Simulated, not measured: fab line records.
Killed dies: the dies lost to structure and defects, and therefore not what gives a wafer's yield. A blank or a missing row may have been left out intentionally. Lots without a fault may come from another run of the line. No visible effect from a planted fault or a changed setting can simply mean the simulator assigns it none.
fab line records	flow nandHarc
record: lots: 6	wafers: 18	lastDay: 33
route steps=1302 shown A_M1@1180 END@1302
lots untouched by any fault: they come from a run of this same line in which no faults occurred
startH: start of the lot's first displayed wafer, in hours after the record's first day	waitH: hours since the lot's step before	" repeats the value in the row above	L1.1+2: one row covering several wafers at once	- no value, or no start was given	* or withheld: withheld	< > ~ a bound
route shown NAME@n: names a module that has steps shown in the file, with the first one's number in the route	usual: mean and standard deviation over wafers with no fault	same: alike in all rows	chamber/n: place in a boat	sites: readings site by site	_std_site: standard deviation across them	_edge_site: outer sites' mean less inner sites'	radiusMm: for every site, how far away it sits from the centre of the wafer	mask NAME#n: copy n	behind: the last tool/chamber to shape the wafer	hold: why the lot went on hold/how many hours it stayed there/how the hold came to an end	device: transistor that didn't switch, given as n, p or np	end of line: the same wafers' tests at the end of the route	a step given without rows: its recipe and nothing more	killed: not the wafer's yield, but the dies lost to structure and defects at the first sort	map: shows each die of a wafer: x if killed, . if not, _ if none is there
set.NAME: the setting that was run; set.NAME@STEP: the one run at that earlier step	model.NAME: the simulator's own value behind a step, which no gauge read
certain route steps with their lots: each step a table, each wafer a row
services: from which hour (startH, from the record's first day; less than 0 if before it) a tool's chamber was out of use, for how many hours, and why
== steps ==
step: NHARC_A_M1_OVL_MEAS_10
recipe: pitchNm: 240
usual: overlayXNm: 0.3/0.91	overlayYNm: 0.0/0.89
lot.wafer	tool	chamber	startH	waitH	overlayXNm	overlayYNm
L739.2	overlay-01	-	596.54	-	0.8	0.2
L739.4	"	-	"	"	0.8	-0.9
L739.5	"	-	"	"	0.9	0.2
L745.1	overlay-01	-	666.39	-	0.8	0.0
L745.3	"	-	"	"	1.2	0.1
L745.4	"	-	"	"	1.2	-0.2
L748.1	overlay-01	-	683.26	-	-0.9	0.2
L748.5	"	-	"	"	-0.8	0.5
L748.6	"	-	"	"	0.2	0.5
L749.2	overlay-01	-	700.25	-	0.0	-0.2
L749.4	"	-	"	"	0.2	0.3
L749.5	"	-	"	"	0.4	0.3
L753.2	overlay-01	-	739.70	-	0.7	-2.0
L753.4	"	-	"	"	0.1	-1.0
L753.6	"	-	"	"	1.1	-1.6
L754.1	overlay-02	-	753.77	-	-1.8	-0.3
L754.2	"	-	"	"	-1.6	-0.2
L754.6	"	-	"	"	-0.9	-0.6
step: NHARC_A_M1_INSPECT_11
usual: rawDefectCount: 85/37
lot.wafer	tool	chamber	startH	waitH	rawDefectCount
L739.2	defectInspect-01	-	596.58	0.0	108
L739.4	"	-	"	"	111
L739.5	"	-	"	"	109
L745.1	defectInspect-02	-	666.43	0.0	67
L745.3	"	-	"	"	85
L745.4	"	-	"	"	71
L748.1	defectInspect-01	-	683.30	0.0	148
L748.5	"	-	"	"	153
L748.6	"	-	"	"	139
L749.2	defectInspect-01	-	700.28	0.0	92
L749.4	"	-	"	"	87
L749.5	"	-	"	"	85
L753.2	defectInspect-01	-	739.74	0.0	85
L753.4	"	-	"	"	93
L753.6	"	-	"	"	88
L754.1	defectInspect-01	-	753.81	0.0	73
L754.2	"	-	"	"	66
L754.6	"	-	"	"	60
step: NHARC_A_M1_DESCUM_14
recipe: timeS: 3	o2FlowSccm: 200	arFlowSccm: 0	biasPowerW: 0	chemistry: O2
usual: chamberPressureMTorr: 60.00/0.061	drypumpMotorCurrentA: 5.6/0.39	mfcArSccm: 0.006/0.009	oesProductAu: 0.998/0.013	rfVppV: 57.9/0.9	showerheadPlenumPTorr: 1.94/0.087	throttleValvePct: 11.311/0.0086
lot.wafer	tool	chamber	startH	waitH	chamberPressureMTorr	drypumpMotorCurrentA	mfcArSccm	oesProductAu	rfHoursCounterH	rfVppV	showerheadPlenumPTorr	throttleValvePct
L739.2	rieDiel-01	0	596.64	0.1	59.94	5.8	0	1.006	1.9	58.2	2.04	11.323
L739.4	"	1	"	"	59.98	5.6	0.003	0.995	1.9	58.8	1.91	11.302
L739.5	"	0	"	"	59.98	5.7	0	1.006	-	57.6	2.04	11.312
L745.3	rieDiel-01	0	666.49	0.1	60.06	5.8	0	1.002	4.6	57.5	2.04	11.315
L745.1	"	1	"	"	60.00	5.6	0.003	0.996	5.5	57.2	1.91	11.320
L745.4	"	2	"	"	59.98	5.7	0	0.991	5.4	58.5	1.89	11.307
L748.1	rieDiel-04	0	683.37	0.1	60.01	5.9	0	1.010	8.0	56.3	1.78	11.298
L748.5	"	3	"	"	59.99	4.9	0.004	0.984	-	56.3	1.92	11.318
L748.6	"	0	"	"	60.09	5.9	0	1.001	-	58.6	1.79	11.311
L749.2	rieDiel-10	2	700.35	0.1	59.99	6.0	0.015	0.997	2.8	58.1	1.94	11.317
L749.4	"	3	"	"	59.84	5.4	0	0.990	2.6	58.4	2.05	11.300
L749.5	"	3	"	"	60.06	5.3	0	0.991	-	57.3	2.05	11.309
L753.4	rieDiel-10	3	739.80	0.1	59.97	5.3	0	0.993	3.5	58.3	2.05	11.324
L753.2	"	0	"	"	60.10	5.1	0	1.033	3.5	58.0	2.00	11.295
L753.6	"	3	"	"	59.96	5.3	0	0.992	-	57.3	2.05	11.304
L754.1	rieDiel-10	3	753.87	0.1	60.03	5.3	0	0.984	4.1	58.3	2.05	11.318
L754.2	"	0	"	"	59.97	5.1	0	1.020	3.9	56.6	2.00	11.292
L754.6	"	3	"	"	60.02	5.3	0	0.982	-	57.3	2.05	11.320
step: NHARC_A_M1_ETCH_35
recipe: targetDepthA: 400	overetchA: 120	timeS: 43.94	ionEnergyEv: 200	n2FlowSccm: 150	h2FlowSccm: 150	arFlowSccm: 0	rfW: 400	biasW: 150	chemistry: N2/H2
step: NHARC_A_M1_ETCH_15
recipe: targetDepthA: 1825	timeS: 91.2	c4f8FlowSccm: withheld	arFlowSccm: 400	rfW: 600	biasW: 300	chemistry: C4F8/Ar
step: NHARC_A_M1_CD_MEAS_16
usual: cdNm: 120.2/0.94
lot.wafer	tool	chamber	startH	waitH	cdNm
L739.2	cdSem-01	-	596.95	-	119.3
L739.4	"	-	"	"	119.7
L739.5	"	-	"	"	118.4
L745.1	cdSem-03	-	666.80	-	118.4
L745.3	"	-	"	"	119.6
L745.4	"	-	"	"	119.9
L748.1	cdSem-02	-	683.66	-	121.6
L748.5	"	-	"	"	122.2
L748.6	"	-	"	"	121.7
L749.2	cdSem-03	-	700.65	-	119.5
L749.4	"	-	"	"	119.3
L749.5	"	-	"	"	118.9
L753.2	cdSem-02	-	740.26	-	120.4
L753.4	"	-	"	"	119.8
L753.6	"	-	"	"	120.2
L754.1	cdSem-02	-	754.18	-	119.3
L754.2	"	-	"	"	119.2
L754.6	"	-	"	"	118.9
step: NHARC_A_M1_STRIP_18
recipe: powerW: 1000	n2FlowSccm: 150	h2FlowSccm: 150	arFlowSccm: 0	biasW: 0	chemistry: N2/H2
usual: chamberPressureMTorr: 30.002/0.029	drypumpMotorCurrentA: 5.6/0.4	mfcArSccm: 0.006/0.009	oesProductAu: 0.997/0.012	rfVppV: 90.9/1.1	showerheadPlenumPTorr: 2.08/0.095	throttleValvePct: 14.171/0.0079
lot.wafer	tool	chamber	startH	waitH	chamberPressureMTorr	drypumpMotorCurrentA	mfcArSccm	oesProductAu	rfHoursCounterH	rfVppV	showerheadPlenumPTorr	throttleValvePct
L739.4	rieDiel-04	1	597.02	0.1	30.024	5.2	0.010	0.993	1.7	92.2	2.16	14.175
L739.2	"	2	"	"	30.040	6.2	0.011	0.979	3.4	89.6	2.10	14.164
L739.5	"	2	"	"	30.060	6.2	0.011	0.991	-	91.8	2.10	14.173
L745.1	rieDiel-04	1	666.88	0.1	29.993	5.2	0.010	0.996	4.8	91.3	2.16	14.186
L745.4	"	3	"	"	30.034	4.9	0.004	0.993	6.7	89.8	2.05	14.187
L745.3	"	0	"	"	30.010	5.9	0	1.006	6.8	89.3	1.90	14.164
L748.1	rieDiel-10	3	683.77	0.1	30.004	5.4	0	0.982	2.2	92.9	2.19	14.164
L748.5	"	3	"	"	29.974	5.4	0	0.990	-	91.3	2.19	14.170
L748.6	"	1	"	"	29.970	5.8	0	1.000	-	91.2	2.17	14.165
L749.4	rieDiel-01	0	700.78	0.1	30.007	5.8	0	1.001	6.0	90.2	2.18	14.171
L749.2	"	1	"	"	29.982	5.6	0.003	0.991	6.6	89.6	2.04	14.173
L749.5	"	3	"	"	29.989	5.2	0.032	0.994	-	89.2	1.89	14.175
L753.2	rieDiel-04	2	740.33	0.1	30.038	6.2	0.011	1.000	0.7	91.7	2.10	14.162
L753.4	"	0	"	"	29.994	5.9	0	1.005	1.4	89.1	1.90	14.177
L753.6	"	2	"	"	29.982	6.2	0.011	0.998	-	93.4	2.10	14.166
L754.1	rieDiel-10	3	754.27	0.1	30.007	5.4	0	0.998	4.2	91.2	2.19	14.159
L754.2	"	0	"	"	29.959	5.1	0	1.032	4.0	91.1	2.13	14.177
L754.6	"	0	"	"	29.997	5.1	0	1.031	-	91.9	2.13	14.173
step: NHARC_A_M1_ETCH_28
recipe: targetDepthA: 300	overEtchFrac: 0.3	timeS: 72.99	ionEnergyEv: 150	cf4FlowSccm: 50	n2FlowSccm: 100	arFlowSccm: 150	rfW: 300	biasW: 100	chemistry: CF4/N2
usual: cf4FlowSccm: 50.00/0.14	chamberPressureMTorr: 29.998/0.025	drypumpMotorCurrentA: 5.6/0.39	mfcArSccm: 150.0/0.47	oesProductAu: 0.997/0.012	rfVppV: 314.8/2	showerheadPlenumPTorr: 2.66/0.12	throttleValvePct: 19.795/0.0097
lot.wafer	tool	chamber	startH	waitH	cf4FlowSccm	chamberPressureMTorr	drypumpMotorCurrentA	mfcArSccm	oesProductAu	rfHoursCounterH	rfVppV	showerheadPlenumPTorr	throttleValvePct
L739.2	rieDiel-04	1	-	-	50.07	29.989	5.1	149.7	0.994	1.7	316.3	2.77	19.809
L739.4	"	2	"	"	49.72	30.042	6.2	150.5	0.994	3.4	315.3	2.70	19.807
L739.5	"	1	"	"	50.02	30.008	5.2	149.2	0.992	-	316.1	2.77	19.777
L745.3	rieDiel-04	1	-	-	50.03	30.037	5.2	149.6	1.001	4.8	315.2	2.77	19.799
L745.1	"	2	"	"	50.19	30.004	6.2	150.6	0.985	6.2	315.4	2.70	19.785
L745.4	"	0	"	"	49.92	29.997	5.9	150.0	1.007	6.9	310.3	2.46	19.803
L748.1	rieDiel-10	1	-	-	50.01	29.954	5.8	150.3	0.996	2.4	318.4	2.78	19.806
L748.6	"	3	"	"	49.89	29.967	5.4	149.8	0.990	-	316.5	2.81	19.802
L748.5	"	1	"	"	49.97	30.009	5.8	149.6	0.994	-	316.4	2.78	19.807
L749.2	rieDiel-01	1	-	-	49.95	29.999	5.6	149.4	0.985	6.7	314.6	2.62	19.793
L749.4	"	0	"	"	49.88	29.984	5.7	149.3	0.995	6.1	316.1	2.79	19.802
L749.5	"	1	"	"	49.95	29.971	5.6	149.5	0.991	-	315.3	2.62	19.784
L753.2	rieDiel-04	1	-	-	50.04	29.996	5.2	150.0	1.015	1.2	315.8	2.76	19.797
L753.4	"	3	"	"	49.97	29.996	4.9	150.4	0.999	1.0	315.3	2.63	19.793
L753.6	"	2	"	"	49.96	30.014	6.2	149.8	0.985	-	315.4	2.70	19.796
L754.1	rieDiel-10	2	-	-	50.15	29.973	6.1	150.7	1.003	4.3	313.5	2.66	19.775
L754.2	"	3	"	"	50.31	29.996	5.4	149.2	0.983	4.2	317.3	2.81	19.787
L754.6	"	1	"	"	49.97	29.997	5.8	150.8	0.993	-	316.2	2.78	19.790
step: NHARC_A_M1_STRIP_19
recipe: timeS: 600	tempC: 30	chemistry: postEtchResidueRemover
step: NHARC_A_M1_DEGAS_29
recipe: tempC: 250	timeS: 60
usual: heaterPowerW: 336/26
lot.wafer	tool	chamber	startH	waitH	heaterPowerW
L739.4	pvdSputter-03	-	597.68	-	363
L739.2	"	-	"	"	298
L739.5	"	-	"	"	343
L745.4	pvdSputter-02	-	667.53	-	352
L745.1	"	-	"	"	292
L745.3	"	-	"	"	312
L748.1	pvdSputter-02	-	684.44	-	318
L748.5	"	-	"	"	323
L748.6	"	-	"	"	337
L749.2	pvdSputter-02	-	701.37	-	353
L749.4	"	-	"	"	299
L749.5	"	-	"	"	353
L753.4	pvdSputter-01	-	740.97	-	304
L753.2	"	-	"	"	384
L753.6	"	-	"	"	390
L754.2	pvdSputter-03	-	754.91	-	375
L754.1	"	-	"	"	358
L754.6	"	-	"	"	316
step: NHARC_A_M1_PRE_CLEAN_30
recipe: timeS: 30	tempC: 280	gas: H2/He
step: NHARC_A_M1_PVD_20
recipe: targetThkA: 50	biasV: 168.6	powerW: 15000	chamberPressurePa: 0.12	timeS: 8.06	substrateTempC: 50	material: TaN
usual: biasV: 168.9/1.7	throttleValvePct: 30.1/0.77	timeS: 8.06/0
lot.wafer	tool	chamber	startH	waitH	biasV	throttleValvePct	timeS
L739.4	pvdSputter-03	-	-	-	166.8	29.5	8.06
L739.2	"	-	"	"	168.0	30.8	8.06
L739.5	"	-	"	"	166.0	31.4	8.06
L745.3	pvdSputter-02	-	-	-	166.8	29.4	8.06
L745.4	"	-	"	"	167.5	30.3	8.06
L745.1	"	-	"	"	169.3	29.9	8.06
L748.1	pvdSputter-02	-	-	-	168.6	29.4	8.06
L748.5	"	-	"	"	165.0	29.4	8.06
L748.6	"	-	"	"	170.4	30.2	8.06
L749.4	pvdSputter-02	-	-	-	169.5	30.1	8.06
L749.2	"	-	"	"	169.3	30.9	8.06
L749.5	"	-	"	"	167.3	29.9	8.06
L753.2	pvdSputter-01	-	-	-	169.2	28.9	8.06
L753.4	"	-	"	"	168.5	31.5	8.06
L753.6	"	-	"	"	171.4	28.9	8.06
L754.1	pvdSputter-03	-	-	-	168.7	30.9	8.06
L754.2	"	-	"	"	170.8	30.9	8.06
L754.6	"	-	"	"	170.9	31.1	8.06
step: NHARC_A_M1_PVD_21
recipe: targetThkA: 300	chamberPressurePa: 5	powerW: 5000	substrateTempC: 30	timeS: 20.49	material: Cu
usual: throttleValvePct: 30.0/0.77	timeS: 20.49/0
lot.wafer	tool	chamber	startH	waitH	throttleValvePct	timeS
L739.2	pvdSputter-03	-	597.89	-	31.2	20.49
L739.4	"	-	"	"	29.5	20.49
L739.5	"	-	"	"	30.8	20.49
L745.3	pvdSputter-02	-	667.74	-	29.2	20.49
L745.4	"	-	"	"	29.8	20.49
L745.1	"	-	"	"	29.9	20.49
L748.1	pvdSputter-02	-	684.67	-	30.0	31.19
L748.5	"	-	"	"	29.4	31.19
L748.6	"	-	"	"	30.2	31.19
L749.4	pvdSputter-02	-	701.59	-	29.8	31.19
L749.2	"	-	"	"	29.3	31.19
L749.5	"	-	"	"	30.7	31.19
L753.2	pvdSputter-01	-	741.19	-	29.9	20.49
L753.4	"	-	"	"	29.0	20.49
L753.6	"	-	"	"	29.1	20.49
L754.1	pvdSputter-03	-	755.13	-	31.1	20.49
L754.2	"	-	"	"	29.6	20.49
L754.6	"	-	"	"	31.0	20.49
step: NHARC_A_M1_ECD_22
recipe: targetThkA: 4000	bathTempC: 25	material: Cu
step: NHARC_END_SORT_01
recipe: tempC: 25
usual: defectLimitedYield: 90.7/2.9	killedAtArray: 58/20	killedAtOther: 1.0/1.2	killedAtPeriphery: 4.1/3	killedDies: 63/20	killedOpen: 3.2/1.7	killedShort: 2.5/1.5
same: grossDies: 677
lot.wafer	tool	chamber	startH	waitH	defectLimitedYield[%]	killedAtArray	killedAtOther	killedAtPeriphery	killedDies	killedOpen	killedShort
L739.2	prober-01	0	633.35	2.8	88.6	73	0	4	77	7	3
L739.4	prober-01	0	634.96	3.4	88.6	70	0	7	77	5	4
L739.5	prober-01	0	635.77	3.7	89.2	70	0	3	73	3	3
L745.1	prober-01	0	700.70	2.5	92.5	48	1	2	51	3	3
L745.3	prober-01	0	702.30	3.1	90.5	61	0	3	64	4	2
L745.4	prober-01	0	703.10	3.4	90.5	59	1	4	64	3	2
L748.1	prober-01	0	718.59	2.5	86.6	86	1	4	91	1	2
L748.5	prober-01	0	721.85	3.7	84.8	97	1	5	103	2	3
L748.6	prober-01	0	722.66	4.1	85.4	96	2	1	99	6	3
L749.2	prober-02	0	735.87	2.8	90.3	64	0	2	66	2	1
L749.4	prober-02	0	737.48	3.4	89.2	65	0	8	73	5	3
L749.5	prober-02	0	738.29	3.7	92.5	49	1	1	51	2	2
L754.1	prober-02	0	786.10	2.5	92.8	48	1	0	49	2	2
L754.2	prober-02	0	786.90	2.8	92.8	49	0	0	49	3	2
L754.6	prober-02	0	790.11	4.0	94.1	38	1	1	40	2	1
killed by level:class
L739.2 A_SLIT:chamberFilmFlake=29 A_CHANNEL_HOLE_D2:chamberFilmFlake=19 A_CHANNEL_HOLE_D1:chamberFilmFlake=5 P_BONDPAD:chamberFilmFlake=3 A_CHANNEL_FILL_D2:chamberFilmFlake=3 A_WL_FILL:chamberFilmFlake=3 A_BONDPAD:chamberFilmFlake=3 A_M0:geometricParticle:open=2
L739.4 A_SLIT:chamberFilmFlake=27 A_CHANNEL_HOLE_D2:chamberFilmFlake=24 P_BONDPAD:chamberFilmFlake=4 A_CHANNEL_HOLE_D1:chamberFilmFlake=4 A_CHANNEL_FILL_D2:chamberFilmFlake=3 A_BONDPAD:chamberFilmFlake=2 P_M1:geometricParticle:open=1 A_DECK1_JOINT:geometricParticle:short=1
L739.5 A_SLIT:chamberFilmFlake=29 A_CHANNEL_HOLE_D2:chamberFilmFlake=24 A_CHANNEL_HOLE_D1:chamberFilmFlake=6 A_ONON_D1:geometricParticle:short=1 A_CHANNEL_FILL_D1:geometricParticle:open=1 A_CHANNEL_FILL_D2:geometricParticle:open=1 A_CHANNEL_FILL_D2:geometricParticle:short=1 A_CONTACT:geometricParticle:open=1
L745.1 A_SLIT:chamberFilmFlake=22 A_STAIRCASE:chamberFilmFlake=8 A_CHANNEL_HOLE_D1:chamberFilmFlake=8 A_CHANNEL_FILL_D1:chamberFilmFlake=3 P_M0:geometricParticle:open=1 A_SOURCE_PLATE:geometricParticle:short=1 A_DECK1_JOINT:geometricParticle:open=1 A_ONON_D2:geometricParticle:open=1
L745.3 A_SLIT:chamberFilmFlake=34 A_CHANNEL_HOLE_D1:chamberFilmFlake=13 A_STAIRCASE:chamberFilmFlake=6 A_CONTACT:chamberFilmFlake=4 P_STI:geometricParticle:open=1 P_CONTACT:geometricParticle:short=1 A_DECK1_JOINT:geometricParticle:open=1 A_ONON_D2:geometricParticle:open=1
L745.4 A_SLIT:chamberFilmFlake=33 A_CHANNEL_HOLE_D1:chamberFilmFlake=9 A_CONTACT:chamberFilmFlake=6 A_STAIRCASE:chamberFilmFlake=4 A_WL_FILL:chamberFilmFlake=3 P_GATE:chamberFilmFlake=2 P_GATE:geometricParticle:open=1 A_ONON_D1:geometricParticle:open=1
L748.1 A_SLIT:chamberFilmFlake=31 A_CHANNEL_HOLE_D1:chamberFilmFlake=28 A_CHANNEL_HOLE_D2:chamberFilmFlake=21 P_M1:chamberFilmFlake=3 P_M0:geometricParticle:short=1 A_SGD_CUT:geometricParticle:short=1 A_CONTACT:geometricParticle:open=1 A_DECK1_JOINT:chamberFilmFlake=1
L748.5 A_SLIT:chamberFilmFlake=35 A_CHANNEL_HOLE_D2:chamberFilmFlake=26 A_CHANNEL_HOLE_D1:chamberFilmFlake=25 A_CONTACT:chamberFilmFlake=5 P_M0:geometricParticle:open=1 P_M0:geometricParticle:short=1 A_SGD_CUT:geometricParticle:short=1 A_WL_FILL:geometricParticle:short=1
L748.6 A_SLIT:chamberFilmFlake=31 A_CHANNEL_HOLE_D1:chamberFilmFlake=28 A_CHANNEL_HOLE_D2:chamberFilmFlake=22 A_DECK1_JOINT:geometricParticle:open=2 A_M0:geometricParticle:open=2 THIN_TSV:chamberFilmFlake=2 A_STAIRCASE:chamberFilmFlake=2 A_WL_FILL:chamberFilmFlake=2
L749.2 A_SLIT:chamberFilmFlake=31 A_CHANNEL_HOLE_D1:chamberFilmFlake=16 A_CONTACT:chamberFilmFlake=8 A_STAIRCASE:chamberFilmFlake=3 P_GATE:chamberFilmFlake=2 A_DECK1_JOINT:chamberFilmFlake=2 A_ONON_D1:geometricParticle:short=1 A_CHANNEL_HOLE_D1:geometricParticle:open=1
L749.4 A_SLIT:chamberFilmFlake=32 A_CHANNEL_HOLE_D1:chamberFilmFlake=18 A_CONTACT:chamberFilmFlake=4 P_GATE:chamberFilmFlake=3 A_WL_FILL:chamberFilmFlake=3 A_CHANNEL_FILL_D2:geometricParticle:open=2 P_STI:geometricParticle:open=1 P_GATE:geometricParticle:open=1
L749.5 A_SLIT:chamberFilmFlake=35 A_CHANNEL_HOLE_D1:chamberFilmFlake=5 A_CONTACT:chamberFilmFlake=3 P_M0:geometricParticle:short=1 A_ONON_D1:geometricParticle:open=1 A_CHANNEL_HOLE_D1:geometricParticle:short=1 A_DECK1_JOINT:geometricParticle:open=1 A_DECK1_JOINT:chamberFilmFlake=1
L754.1 A_SLIT:chamberFilmFlake=38 A_ZERO_WELL:chamberFilmFlake=2 A_CONTACT:chamberFilmFlake=2 A_CHANNEL_HOLE_D1:geometricParticle:short=1 A_CHANNEL_FILL_D1:geometricParticle:open=1 A_SGD_CUT:geometricParticle:short=1 A_CONTACT:geometricParticle:open=1 A_CHANNEL_HOLE_D2:chamberFilmFlake=1
L754.2 A_SLIT:chamberFilmFlake=36 A_CONTACT:chamberFilmFlake=6 A_CHANNEL_FILL_D1:geometricParticle:open=2 A_STAIRCASE:geometricParticle:short=1 A_WL_FILL:geometricParticle:open=1 A_M0:geometricParticle:short=1 A_ZERO_WELL:chamberFilmFlake=1 A_STAIRCASE:chamberFilmFlake=1
L754.6 A_SLIT:chamberFilmFlake=29 A_CONTACT:chamberFilmFlake=2 P_M0:geometricParticle:open=1 A_CHANNEL_FILL_D2:geometricParticle:short=1 A_SGD_CUT:geometricParticle:open=1 A_ZERO_WELL:chamberFilmFlake=1 A_CHANNEL_HOLE_D1:chamberFilmFlake=1 A_DECK1_JOINT:chamberFilmFlake=1
== services ==
tool	chamber	startH	hours	kind
rieDiel-10	0	575.55	-	clean
rieDiel-10	1	575.55	-	clean
rieDiel-10	2	575.55	-	clean
rieDiel-10	3	575.55	-	clean
pvdSputter-01	-	582.00	10.0	pm
rieDiel-10	-	586.59	0.7	repair
rieDiel-04	0	590.42	-	clean
rieDiel-04	1	590.42	-	clean
rieDiel-04	2	590.42	-	clean
rieDiel-10	1	594.11	4.1	repair
rieDiel-10	-	596.50	9.0	pm
pvdSputter-03	-	599.04	1.9	repair
pvdSputter-02	-	638.00	10.0	pm
rieDiel-01	0	642.22	7.1	repair
rieDiel-10	-	643.93	4.7	repair
pvdSputter-03	-	656.29	9.2	repair
rieDiel-10	1	663.10	4.0	repair
rieDiel-10	0	683.69	9.8	repair
rieDiel-04	-	709.42	9.0	pm
pvdSputter-03	-	711.81	10.0	pm
pvdSputter-02	-	725.26	8.4	repair
pvdSputter-03	-	731.03	3.7	repair
rieDiel-01	-	734.97	9.0	pm
pvdSputter-03	-	740.45	4.4	repair
== key ==
firstSign: step: NHARC_A_M1_PVD_21	reading: timeS	direction: up	sigmas: 99+	usual: *	struck: *
effect none on later readings
metAt NHARC_A_M1_PVD_21
struckWafers L748.1,L748.5,L748.6,L749.2,L749.4,L749.5
onsetBetween 667.74 684.67
fault: kind: processParameterDrift	tool: pvdSputter-02	chamber: -	onsetH: 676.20	steps: NHARC_A_M1_PVD_21	channel: timeS	offset: *	shape: step	endH: 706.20	actsIn: *	stated: *
